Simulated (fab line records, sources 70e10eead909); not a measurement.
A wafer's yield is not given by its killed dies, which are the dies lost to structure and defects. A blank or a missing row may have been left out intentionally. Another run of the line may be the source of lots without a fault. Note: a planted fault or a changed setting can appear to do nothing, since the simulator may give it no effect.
Matching of chambers ; flow nand harc ; NHARC_A_CONTACT_ALD_18 on ald metal-01: 4 sister chambers
The step deposits TiN, target thk 3 nm, pulse time 1 s, ald cycles 150. 14 wafers are shown with their chamber, then 7 later ones without.

## WAFERS WITH THEIR CHAMBER
wafer;chamber;heater power w (W);precursor pulse height rel
L076.2;3;1131;0.983
L076.3;0;991;0.990
L076.5;2;1204;1.006
L079.1;2;1199;1.000
L079.2;3;1106;1.002
L079.3;1;1138;1.010
L080.1;3;1106;1.014
L080.5;2;1212;1.023
L080.6;1;1149;1.012
L085.1;0;1007;0.989
L085.3;1;1165;0.999
L085.5;3;1092;1.011
L093.2;1;1170;0.995
L093.3;0;1021;1.014

SIGNATURES, as means of the wafers listed above
reading;chamber 0;chamber 1;chamber 2;chamber 3;scatter within a chamber
heater power w;1006.33;1155.50;1205.00;1108.75;14.1
precursor pulse height rel;0.99767;1.00400;1.00967;1.00250;0.0122
Rule: a wafer's distance from a chamber is the root of the sum, over the readings, of the square of ((its reading less the chamber's mean) divided by the reading's scatter). If the next closest chamber is less than 2 further off than the closest, the wafer can't be placed; otherwise it belongs to the closest. How the scatter is found: for the shown wafers, subtract from each reading the mean of its chamber, square and add these, divide the total by (wafers less chambers), then take the root.

## WAFERS MISSING THEIR CHAMBER
wafer;heater power w (W);precursor pulse height rel
L093.6;1032;1.016
L094.1;1009;0.960
L094.3;1148;1.007
L094.5;1083;1.017
L092.1;1114;0.998
L092.2;1047;1.020
L092.6;1161;0.979

## EACH ONE'S CHAMBER
wafer;from the rows above;in truth
L093.6;0;0
L094.1;0;0
L094.3;1;1
L094.5;3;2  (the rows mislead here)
L092.1;3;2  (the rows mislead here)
L092.2;can't be placed: 0 or 3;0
L092.6;can't be placed: 1 or 2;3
Correctly placed: 3 of 7. These rows do not allow placing 2 (true chamber among the candidates in 1). Placed wrongly: 2.
